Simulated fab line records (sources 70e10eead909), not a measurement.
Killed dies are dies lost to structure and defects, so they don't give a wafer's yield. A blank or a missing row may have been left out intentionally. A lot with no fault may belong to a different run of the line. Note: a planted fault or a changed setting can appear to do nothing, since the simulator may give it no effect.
A struck lot beside a sound one -- flow nand harc -- 14 out of 1159 route steps
Sound: these wafers, L370.2, L370.3, L370.5. The struck wafers were L368.1, L368.2, L368.6. The cause is given at the end.
Per side, at each step with rows, come the tool, then ch with its chambers, and then its first start. Under that, the readings that differ: sound wafers -- struck wafers -- difference of the means -- sigmas: that difference in standard deviations of wafers without a fault.
alike: readings with means less than 2 such deviations apart, plus words and numbers identical on both sides. not compared: withheld readings, readings lacking a value on some wafer, bounds such as >300 that could conceal the same value, and numbers that have no deviation in the record and whose values overlap.
Wherever a step has rows on one side only, a row that says differs or no value, or a row with sigmas, the two part there. Numbers that don't overlap but have no deviation are shown without sigmas and don't part them. A reading that every wafer of one side lacks parts them only if that side has two wafers or more.

NHARC_P_M0_CMP_23: polishes, t overpolish 20 s, target thk 117.53 nm.
  sound on cmp-04 ch 0,2, day 11 04:43; struck on cmp-01 ch 2,3, day 10 13:52
  alike: motor current A, time to endpoint s
NHARC_P_M0_THK_MEAS_24: measures by xrf.
  sound on film metro-02 at day 11 05:02; struck on film metro-01 at day 10 14:11
  alike: thk nm
next, for these wafers, 1 step has no rows: NHARC_P_M0_SRD_25.
NHARC_P_M0_INSPECT_27:
  sound on defect inspect-01 at day 11 05:11; struck on defect inspect-01 at day 10 14:20
  alike: raw defect count
NHARC_P_M0_PRE_CLEAN_31: time 12 s.
  sound on pecvd-02 ch 0,1,2, day 11 05:16; struck on pecvd-02 ch 0,1, day 10 14:25
  alike: heater power w, rf fwd power W
NHARC_P_M0_DEP_32: deposits SiCN, target thk 30 nm.
  sound on pecvd-02 ch 0,1,2, day 11 05:20; struck on pecvd-02 ch 0,1, day 10 14:29
  alike: heater power w, rf fwd power W
then, 5 steps without rows for these wafers: NHARC_P_M1_DEP_00 (deposits SiOC, target thk 182.5 nm); NHARC_P_M1_DEHYDRATE_01 (time 120 s); NHARC_P_M1_HMDS_02 (time 30 s); NHARC_P_M1_COAT_34 (time 65 s); NHARC_P_M1_COAT_03 (resist thk 90 nm).
NHARC_P_M1_SOFTBAKE_04: time 55 s.
  sound on litho track-06 ch 0, day 11 06:00; struck on litho track-04 ch 0, day 10 15:00
reading,sound,struck,difference,sigmas
heater power total W (W),188.40 188.25 188.51,174.76 174.90 174.94,-13.52,-97
plate temp C (C),105.34 105.20 105.22,99.46 99.39 99.41,-5.83,-42
next, for these wafers, 1 step has no rows: NHARC_P_M1_EBR_05.
-- jump in the record: it breaks off in module P_M1 and resumes in module END (first step shown: number 1159 of the route), and 13 days separate the struck wafers' starts before and after --
NHARC_END_SORT_01:
  sound on prober-01 ch 0, day 25 03:14; struck on prober-02 ch 0, day 24 02:54
  alike: defect limited yield, killed at array, killed at other, killed at periphery, killed dies, killed open, killed short, sort_bin_2_pct, sort_bin_3_pct, sort_bin_4_pct, sort n pass, sort rim yield pct, sort yield pct

WHERE THEY PART
Within this record, at NHARC_P_M1_SOFTBAKE_04 only. Later steps at which nothing parts them and some readings are alike: NHARC_END_SORT_01.

WHY: what the simulator had put in
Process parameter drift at NHARC_P_M1_SOFTBAKE_04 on litho track-04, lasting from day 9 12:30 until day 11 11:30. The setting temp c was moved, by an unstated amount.
